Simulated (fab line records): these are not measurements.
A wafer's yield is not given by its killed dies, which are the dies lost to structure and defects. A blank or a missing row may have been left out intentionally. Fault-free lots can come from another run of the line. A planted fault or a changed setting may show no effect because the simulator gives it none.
Which of the tools did it? | flow nand_harc | 24 lots with 72 wafers sampled at 4 steps, on a route of 1302 steps

== WHAT EACH GAUGE READ, for each wafer ==
NHARC_P_M2_CD_MEAS_16.
lot  | measured     | on        | cd_nm (nm)
L074 | day 6 08:13  | cd_sem-01 | 169.0 170.6 170.1
L075 | day 6 20:56  | cd_sem-01 | 170.6 170.0 170.4
L076 | day 7 03:31  | cd_sem-01 | 170.3 171.0 170.6
L077 | day 7 17:49  | cd_sem-03 | 170.2 170.8 169.9
L078 | day 8 06:16  | cd_sem-03 | 168.0 168.9 168.9
L079 | day 8 13:37  | cd_sem-02 | 169.6 170.2 169.3
L080 | day 9 02:19  | cd_sem-02 | 169.4 169.8 170.2
L081 | day 9 15:05  | cd_sem-02 | 168.8 170.1 169.4
L082 | day 10 03:47 | cd_sem-03 | 169.3 170.1 170.3
L083 | day 10 09:17 | cd_sem-01 | 170.1 170.7 170.0
L084 | day 11 01:50 | cd_sem-03 | 169.8 169.0 170.4
L085 | day 11 02:53 | cd_sem-01 | 169.5 169.9 169.7
L086 | day 11 16:49 | cd_sem-03 | 170.4 170.2 169.8
L088 | day 12 10:22 | cd_sem-01 | 169.2 169.5 169.1
L087 | day 12 11:38 | cd_sem-03 | 169.3 170.1 168.9
L089 | day 12 16:45 | cd_sem-02 | 170.6 171.2 170.3
L090 | day 12 20:26 | cd_sem-02 | 169.8 169.8 169.3
L091 | day 13 08:38 | cd_sem-02 | 169.9 170.1 170.0
L092 | day 13 21:18 | cd_sem-01 | 170.4 170.9 171.1
L093 | day 14 15:20 | cd_sem-02 | 170.9 169.7 170.8
L094 | day 14 16:40 | cd_sem-03 | 171.0 170.3 169.9
L095 | day 15 06:19 | cd_sem-02 | 169.7 169.2 169.3
L097 | day 15 23:04 | cd_sem-01 | 170.3 170.8 170.6
L096 | day 15 23:50 | cd_sem-02 | 171.3 171.3 171.0

== WHAT TOOL EACH LOT RAN ON (gives the tool, then ch and the chambers of the sampled wafers, and finally the start) ==
lot  | NHARC_P_GATE_DESCUM_48             | NHARC_P_M0_CMP_23             | NHARC_P_M1_DESCUM_14
L074 | rie_diel-09 ch 0,1,2, day 5 10:53  | cmp-02 ch 1,3, day 6 01:37    | rie_diel-05 ch 1,3, day 6 03:40
L075 | rie_diel-06 ch 1,2,3, day 6 00:07  | cmp-02 ch 1,2, day 6 14:22    | rie_diel-02 ch 2,3, day 6 16:25
L076 | rie_diel-09 ch 0,1,3, day 6 07:05  | cmp-04 ch 0,1,2, day 6 21:08  | rie_diel-05 ch 0,1,2, day 6 23:10
L077 | rie_diel-09 ch 1,2, day 6 21:02    | cmp-01 ch 0,1,2, day 7 11:27  | rie_diel-05 ch 1,2, day 7 13:31
L078 | rie_diel-09 ch 0,1,2, day 7 08:40  | cmp-04 ch 0,2,3, day 7 23:44  | rie_diel-02 ch 1,2,3, day 8 01:44
L079 | rie_diel-09 ch 0,2, day 7 16:05    | cmp-01 ch 0,2,3, day 8 07:01  | rie_diel-05 ch 1,2,3, day 8 09:03
L080 | rie_diel-09 ch 0,1,3, day 8 05:11  | cmp-04 ch 1,2,3, day 8 19:44  | rie_diel-05 ch 1,2,3, day 8 21:47
L081 | rie_diel-09 ch 0,1,3, day 8 18:14  | cmp-02 ch 1,2,3, day 9 08:32  | rie_diel-05 ch 0,1,2, day 9 10:26
L082 | rie_diel-06 ch 0,1, day 9 02:01    | cmp-02 ch 0,2, day 9 16:20    | rie_diel-12 ch 0,2,3, day 9 18:13
L083 | rie_diel-09 ch 2,3, day 9 12:23    | cmp-01 ch 0,3, day 10 02:46   | rie_diel-05 ch 0,1,3, day 10 04:50
L084 | rie_diel-09 ch 0,2,3, day 10 04:32 | cmp-01 ch 0,1,2, day 10 19:16 | rie_diel-02 ch 0,1,3, day 10 21:20
L085 | rie_diel-07 ch 0,2, day 10 05:46   | cmp-01 ch 0,1,2, day 10 20:22 | rie_diel-02 ch 0,2,3, day 10 22:17
L086 | rie_diel-09 ch 0,1, day 10 19:22   | cmp-04 ch 0,1,3, day 11 10:20 | rie_diel-02 ch 0,1, day 11 12:20
L088 | rie_diel-09 ch 1,2, day 11 13:20   | cmp-04 ch 0,2,3, day 12 04:04 | rie_diel-02 ch 0,1, day 12 06:00
L087 | rie_diel-07 ch 0,2,3, day 11 13:53 | cmp-04 ch 0,3, day 12 05:13   | rie_diel-05 ch 1,3, day 12 07:14
L089 | rie_diel-07 ch 0,3, day 11 20:05   | cmp-01 ch 1,2,3, day 12 10:25 | rie_diel-05 ch 2,3, day 12 12:23
L090 | rie_diel-07 ch 0,3, day 11 23:37   | cmp-02 ch 0,1, day 12 13:56   | rie_diel-05 ch 1,3, day 12 15:58
L091 | rie_diel-07 ch 1,2,3, day 12 11:21 | cmp-01 ch 1,3, day 13 01:40   | rie_diel-02 ch 0,1, day 13 03:41
L092 | rie_diel-09 ch 0,1, day 13 00:29   | cmp-01 ch 0,1, day 13 14:48   | rie_diel-02 ch 2,3, day 13 16:51
L093 | rie_diel-09 ch 1,2,3, day 13 18:07 | cmp-01 ch 0,1,2, day 14 08:50 | rie_diel-02 ch 0,1,2, day 14 10:53
L094 | rie_diel-06 ch 0,2,3, day 13 18:57 | cmp-02 ch 1,2,3, day 14 10:08 | rie_diel-02 ch 0,1,2, day 14 12:09
L095 | rie_diel-07 ch 0,1,3, day 14 08:52 | cmp-01 ch 0,1,2, day 14 23:44 | rie_diel-02 ch 0,1,2, day 15 01:49
L097 | rie_diel-06 ch 1,2,3, day 15 02:03 | cmp-04 ch 0,2,3, day 15 16:35 | rie_diel-05 ch 0,2,3, day 15 18:37
L096 | rie_diel-07 ch 0,1,2, day 15 02:56 | cmp-01 ch 0,1,2, day 15 17:22 | rie_diel-05 ch 1,2,3, day 15 19:24
- NHARC_P_GATE_DESCUM_48: chemistry O2, time 3 s.
- NHARC_P_M0_CMP_23: polishes, t overpolish 20 s, target thk 117.54 nm.
- NHARC_P_M1_DESCUM_14: chemistry O2, time 3 s.

== WHAT THE TOOLS THEMSELVES READ (means of the sampled wafers that have a number; where no wafer has one, the mark that the record gives instead) ==
NHARC_P_GATE_DESCUM_48.
lot  | tool        | drypump_motor_current_A (A) | oes_product_au (a.u.) | rf_vpp_V (V) | showerhead_plenum_p_Torr (Torr) | throttle_valve_pct (%)
L074 | rie_diel-09 | 5.2                         | 1.003                 | 57.6         | 1.96                            | 11.311
L075 | rie_diel-06 | 5.4                         | 0.998                 | 57.4         | 1.91                            | 11.308
L076 | rie_diel-09 | 5.4                         | 1.010                 | 57.5         | 1.93                            | 11.310
L077 | rie_diel-09 | 5.0                         | 1.005                 | 57.0         | 1.95                            | 11.308
L078 | rie_diel-09 | 5.2                         | 1.006                 | 58.2         | 1.96                            | 11.312
L079 | rie_diel-09 | 5.4                         | 1.003                 | 58.1         | 1.94                            | 11.303
L080 | rie_diel-09 | 5.4                         | 1.007                 | 58.0         | 1.93                            | 11.311
L081 | rie_diel-09 | 5.4                         | 0.998                 | 58.3         | 1.93                            | 11.308
L082 | rie_diel-06 | 5.1                         | 0.993                 | 58.2         | 1.87                            | 11.309
L083 | rie_diel-09 | 5.5                         | 0.991                 | 59.4         | 1.88                            | 11.309
L084 | rie_diel-09 | 5.5                         | 1.001                 | 57.5         | 1.91                            | 11.310
L085 | rie_diel-07 | 5.4                         | 0.998                 | 57.8         | 1.86                            | 11.307
L086 | rie_diel-09 | 5.1                         | 1.009                 | 58.2         | 1.97                            | 11.309
L088 | rie_diel-09 | 5.0                         | 1.007                 | 58.3         | 1.94                            | 11.311
L087 | rie_diel-07 | 5.6                         | 1.007                 | 59.1         | 1.90                            | 11.304
L089 | rie_diel-07 | 5.8                         | 0.999                 | 58.8         | 1.95                            | 11.302
L090 | rie_diel-07 | 5.8                         | 0.998                 | 58.8         | 1.95                            | 11.302
L091 | rie_diel-07 | 5.6                         | 1.006                 | 57.5         | 1.90                            | 11.308
L092 | rie_diel-09 | 5.3                         | 1.015                 | 57.5         | 1.99                            | 11.315
L093 | rie_diel-09 | 5.3                         | 1.002                 | 57.9         | 1.89                            | 11.309
L094 | rie_diel-06 | 5.5                         | 0.998                 | 58.3         | 1.95                            | 11.320
L095 | rie_diel-07 | 5.8                         | 1.005                 | 57.4         | 1.97                            | 11.314
L097 | rie_diel-06 | 5.4                         | 0.998                 | 57.5         | 1.90                            | 11.309
L096 | rie_diel-07 | 5.6                         | 1.003                 | 58.1         | 1.92                            | 11.312

NHARC_P_M0_CMP_23.
lot  | tool   | motor_current_A (A) | time_to_endpoint_s (s)
L074 | cmp-02 | 12.7                | 27.9
L075 | cmp-02 | 12.1                | 27.8
L076 | cmp-04 | 12.7                | 28.6
L077 | cmp-01 | 12.7                | 28.6
L078 | cmp-04 | 12.1                | 27.0
L079 | cmp-01 | 13.3                | 25.4
L080 | cmp-04 | 12.6                | 28.9
L081 | cmp-02 | 12.4                | 28.5
L082 | cmp-02 | 11.8                | 31.1
L083 | cmp-01 | 12.5                | 25.4
L084 | cmp-01 | 12.8                | 25.5
L085 | cmp-01 | 12.6                | 26.3
L086 | cmp-04 | 12.4                | 29.0
L088 | cmp-04 | 12.3                | 31.2
L087 | cmp-04 | 12.5                | 31.1
L089 | cmp-01 | 12.7                | 23.7
L090 | cmp-02 | 12.2                | 28.5
L091 | cmp-01 | 10.8                | 27.0
L092 | cmp-01 | 11.2                | 27.8
L093 | cmp-01 | 12.4                | 24.7
L094 | cmp-02 | 12.5                | 32.7
L095 | cmp-01 | 12.6                | 27.9
L097 | cmp-04 | 12.2                | 29.5
L096 | cmp-01 | 13.0                | 27.0

NHARC_P_M1_DESCUM_14.
lot  | tool        | drypump_motor_current_A (A) | oes_product_au (a.u.) | rf_vpp_V (V) | showerhead_plenum_p_Torr (Torr) | throttle_valve_pct (%)
L074 | rie_diel-05 | 6.0                         | 0.997                 | 57.5         | 1.86                            | 11.304
L075 | rie_diel-02 | 5.5                         | 0.999                 | 57.9         | 1.87                            | 11.317
L076 | rie_diel-05 | 6.3                         | 1.003                 | 58.3         | 1.93                            | 11.307
L077 | rie_diel-05 | 6.3                         | 0.998                 | 58.1         | 1.85                            | 11.297
L078 | rie_diel-02 | 5.8                         | 1.006                 | 57.0         | 1.90                            | 11.313
L079 | rie_diel-05 | 6.2                         | 0.997                 | 57.4         | 1.85                            | 11.307
L080 | rie_diel-05 | 6.2                         | 1.005                 | 57.2         | 1.85                            | 11.314
L081 | rie_diel-05 | 6.3                         | 0.987                 | 57.7         | 1.93                            | 11.316
L082 | rie_diel-12 | 6.1                         | 0.997                 | 57.6         | 1.91                            | 11.307
L083 | rie_diel-05 | 6.1                         | 0.998                 | 58.1         | 1.94                            | 11.307
L084 | rie_diel-02 | 5.7                         | 1.000                 | 57.1         | 1.89                            | 11.308
L085 | rie_diel-02 | 5.3                         | 1.001                 | 57.5         | 1.86                            | 11.310
L086 | rie_diel-02 | 5.4                         | 1.000                 | 57.9         | 1.82                            | 11.313
L088 | rie_diel-02 | 5.3                         | 0.988                 | 57.9         | 1.82                            | 11.301
L087 | rie_diel-05 | 6.0                         | 0.999                 | 57.5         | 1.86                            | 11.307
L089 | rie_diel-05 | 5.8                         | 0.998                 | 57.8         | 1.82                            | 11.313
L090 | rie_diel-05 | 6.4                         | 0.998                 | 57.8         | 1.89                            | 11.307
L091 | rie_diel-02 | 5.3                         | 0.991                 | 57.4         | 1.82                            | 11.308
L092 | rie_diel-02 | 5.6                         | 1.001                 | 57.8         | 1.92                            | 11.309
L093 | rie_diel-02 | 5.5                         | 0.994                 | 57.4         | 1.83                            | 11.317
L094 | rie_diel-02 | 5.5                         | 1.004                 | 57.3         | 1.83                            | 11.305
L095 | rie_diel-02 | 5.5                         | 1.001                 | 56.6         | 1.83                            | 11.309
L097 | rie_diel-05 | 6.0                         | 1.000                 | 57.7         | 1.90                            | 11.309
L096 | rie_diel-05 | 6.2                         | 0.994                 | 58.1         | 1.85                            | 11.316

== THE ANSWER, worked out from the rows above alone ==
Rule: the usual values come from the lots themselves. Put in order of their means at a reading, lots are off if they are a third of the lots or fewer, leave a main group of 4 or more, and stand apart from it by a gap of 3 or more times the standard deviation of the main group's means; of several such gaps the widest counts. The tables above print the reading to a certain number of digits; a main group whose means all agree to those digits is not used. A lot without any number at a reading at which 4 lots or more have one is off too. Where the step has rows for the other lots, those lots are counted as sound. The gauges are gone through in route order, then the tools' own readings, and for those a lot's mean is taken as printed above. At the first step where some lot is off, the reading lying furthest off is the one used; lots without a number count as furthest.
Across all readings shown, no lot is off: no conclusion can be drawn from this.

== WHAT THE SIMULATOR HAD INSERTED ==
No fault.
